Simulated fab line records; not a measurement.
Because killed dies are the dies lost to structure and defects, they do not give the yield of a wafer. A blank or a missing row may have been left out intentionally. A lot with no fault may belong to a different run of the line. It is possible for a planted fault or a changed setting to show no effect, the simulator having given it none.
Chamber matching -- flow n5-finfet -- N5_BEOL_M2_VIA_ETCH_34 on rie-diel-03: 4 sister chambers
The step etches the open film in C4F6/O2, target depth 69.4 nm, time 65.9 s. 22 wafers are shown with their chamber, then 11 later ones without.

## WAFERS WITH THEIR CHAMBER
wafer,chamber,showerhead-plenum-p-Torr (Torr),rf-vpp-V (V),oes-product-au (a.u.)
L079.1,2,2.79,660,0.68
L079.2,0,2.99,664,0.86
L079.5,1,2.92,657,0.93
L082.1,3,2.81,670,0.73
L082.4,2,2.79,662,0.97
L082.5,1,2.91,658,0.91
L084.1,1,2.91,657,0.91
L084.2,1,2.91,658,0.91
L084.6,1,2.91,658,0.90
L086.1,0,2.98,664,0.85
L086.2,2,2.78,661,0.93
L086.5,2,2.78,662,0.94
L087.1,1,2.91,658,0.90
L087.2,2,2.78,660,0.93
L087.3,0,2.98,664,0.84
L088.1,0,2.98,664,0.84
L088.2,2,2.78,659,0.92
L088.6,1,2.91,656,0.87
L089.1,0,2.98,663,0.84
L089.2,1,2.91,658,0.89
L089.4,2,2.78,660,0.93
L091.1,3,2.81,671,0.72

SIGNATURES, as means of the wafers listed above
reading,chamber 0,chamber 1,chamber 2,chamber 3,scatter within a chamber
showerhead-plenum-p-Torr,2.9820,2.9112,2.7829,2.8100,0.00415
rf-vpp-V,663.80,657.50,660.57,670.50,0.85
oes-product-au,0.8460,0.9025,0.9000,0.7250,0.058
Rule: a wafer's distance from a chamber is the root of the sum, over the readings, of the square of ((its reading less the chamber's mean) divided by the reading's scatter). The wafer belongs to the nearest chamber; if the next one is less than 2 further off, it can't be placed. The scatter is the square root of a quotient: the sum, over the shown wafers, of each reading's squared deviation from its chamber's mean, divided by wafers minus chambers.

## WAFERS MISSING THEIR CHAMBER
wafer,showerhead-plenum-p-Torr (Torr),rf-vpp-V (V),oes-product-au (a.u.)
L091.2,2.97,665,0.83
L091.3,2.78,660,0.92
L092.2,2.90,658,0.86
L092.4,2.78,659,0.90
L092.6,2.81,671,0.72
L096.1,2.97,663,0.82
L096.2,2.90,658,0.85
L096.5,2.77,660,0.89
L097.2,2.77,661,0.87
L097.3,2.97,662,0.82
L097.4,2.80,672,0.71

## WHICH CHAMBER EACH WENT THROUGH
wafer,from the rows above,in truth
L091.2,0,0
L091.3,2,2
L092.2,1,1
L092.4,2,2
L092.6,3,3
L096.1,0,0
L096.2,1,1
L096.5,2,2
L097.2,2,2
L097.3,0,0
L097.4,3,3
11 of 11 placed correctly. Number that these rows cannot place: 0. Wrongly placed: 0.
